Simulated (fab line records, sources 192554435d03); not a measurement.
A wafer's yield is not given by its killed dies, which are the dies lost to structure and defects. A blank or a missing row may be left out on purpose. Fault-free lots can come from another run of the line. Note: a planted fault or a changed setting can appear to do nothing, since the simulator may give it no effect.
Matching of chambers -- flow n5 finfet -- N5_SD_EPI_N_DESCUM_14 on rie diel-05: 4 sister chambers
The step chemistry O2, time 7.9 s. 4 wafers are shown with their chamber, then 8 later ones without.

WAFERS WITH THEIR CHAMBER
wafer,chamber,showerhead plenum p Torr (Torr)
L082.4,0,2.01
L083.1,3,2.11
L083.4,1,2.16
L086.2,2,2.15

WAFERS WHOSE CHAMBER IS MISSING
wafer,showerhead plenum p Torr (Torr)
L086.4,2.00
L086.6,2.15
L091.1,2.10
L091.2,2.15
L091.6,2.11
L096.4,2.10
L096.5,2.15
L096.6,2.00

CHAMBER TAKEN BY EACH
wafer,from the rows above,in truth
L086.4,0,0
L086.6,can't be placed: 2 or 1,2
L091.1,3,3
L091.2,can't be placed: 2 or 1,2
L091.6,3,3
L096.4,3,3
L096.5,can't be placed: 2 or 1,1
L096.6,0,0
Correct placement for 5 of the 8. Cannot be placed on the basis of these rows: 3; the candidates contain the true chamber in 3. Placed wrongly: 0.
How it was worked out, from the rows above alone: a wafer's distance from a chamber is the root of the sum, over the readings, of the square of ((its reading less the chamber's mean) divided by the reading's scatter). If the next closest chamber is less than 2 further off than the closest, the wafer can't be placed; otherwise it belongs to the closest. Each chamber's mean is taken over the wafers shown for it. The scatter (one wafer shown for each chamber): square how far every hidden wafer sits from the nearest shown wafer, average those squares and take the square root.
